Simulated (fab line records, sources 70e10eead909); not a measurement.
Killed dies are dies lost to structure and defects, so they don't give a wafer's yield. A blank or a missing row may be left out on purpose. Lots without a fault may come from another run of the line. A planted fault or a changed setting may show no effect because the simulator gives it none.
Chamber matching | flow nand_harc | NHARC_P_M1_DESCUM_14 on rie_diel-06: 4 sister chambers
The step chemistry O2, time 3 s. 4 wafers are shown with their chamber, then 9 later ones without.

WAFERS WITH THEIR CHAMBER
wafer  | chamber | showerhead_plenum_p_Torr (Torr)
L085.5 | 3       | 1.85
L091.1 | 0       | 1.92
L091.3 | 2       | 2.03
L091.4 | 1       | 1.97

WAFERS WITHOUT THEIR CHAMBER
wafer  | showerhead_plenum_p_Torr (Torr)
L092.2 | 1.96
L092.4 | 2.03
L092.6 | 1.85
L096.1 | 1.96
L096.5 | 1.92
L096.6 | 1.96
L097.1 | 1.85
L097.2 | 1.92
L097.6 | 1.85

WHICH CHAMBER EACH WENT THROUGH
wafer  | from the rows above | in truth
L092.2 | 1                   | 1
L092.4 | 2                   | 2
L092.6 | 3                   | 3
L096.1 | 1                   | 1
L096.5 | 0                   | 0
L096.6 | 1                   | 1
L097.1 | 3                   | 3
L097.2 | 0                   | 0
L097.6 | 3                   | 3
Placed correctly: 9 of 9. Can't be placed from these rows: 0. Placed wrongly: 0.
How it was worked out, from the rows above alone: a wafer's distance from a chamber is the root of the sum, over the readings, of the square of ((its reading less the chamber's mean) divided by the reading's scatter). The wafer belongs to the nearest chamber; if the next one is less than 2 further off, it can't be placed. A chamber's mean is the mean of its shown wafers. The scatter: with one shown wafer a chamber, the root of the mean of the squares of how far each hidden wafer lies from its nearest shown one.
